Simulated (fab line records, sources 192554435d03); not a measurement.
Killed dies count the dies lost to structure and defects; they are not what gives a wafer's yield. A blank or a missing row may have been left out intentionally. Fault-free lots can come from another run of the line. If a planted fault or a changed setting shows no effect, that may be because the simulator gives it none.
Matching of chambers	flow n5_finfet	3 sister chambers for N5_BEOL_M8_PECVD_70 on pecvd-04
The step deposits SiO2 from TEOS/O2, target thk 20 nm, time 22.7 s. 6 wafers are shown with their chamber, then 7 later ones without.

## EACH WAFER AND ITS CHAMBER
wafer	chamber	throttle_valve_pct (%)	showerhead_plenum_p_Torr (Torr)
L080.6	0	22.4	8.74
L087.3	1	22.7	8.81
L087.4	1	22.6	8.83
L087.5	2	21.9	8.71
L092.1	0	22.6	8.74
L092.2	2	21.8	8.75

## WAFERS WITHOUT THEIR CHAMBER
wafer	throttle_valve_pct (%)	showerhead_plenum_p_Torr (Torr)
L092.3	22.6	8.77
L091.1	22.0	8.77
L091.2	21.9	8.75
L091.3	22.9	8.81
L094.1	22.1	8.75
L094.5	22.5	8.73
L094.6	22.1	8.75

## WHICH CHAMBER EACH ONE RAN IN
wafer	from the rows above	in truth
L092.3	can't be placed: 0 or 1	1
L091.1	2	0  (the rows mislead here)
L091.2	2	2
L091.3	1	1
L094.1	can't be placed: 2 or 0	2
L094.5	0	0
L094.6	can't be placed: 2 or 0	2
Correct placement for 3 of the 7. Not placeable from these rows: 3 (in 3, the candidates include the true chamber). Placed wrongly: 1.
How it was worked out, from the rows above alone: a wafer's distance from a chamber is the root of the sum, over the readings, of the square of ((its reading less the chamber's mean) divided by the reading's scatter). The wafer belongs to the nearest chamber; if the next one is less than 2 further off, it can't be placed. Each chamber's mean is taken over the wafers shown for it. The scatter is the square root of a quotient: the sum, over the shown wafers, of each reading's squared deviation from its chamber's mean, divided by wafers minus chambers.
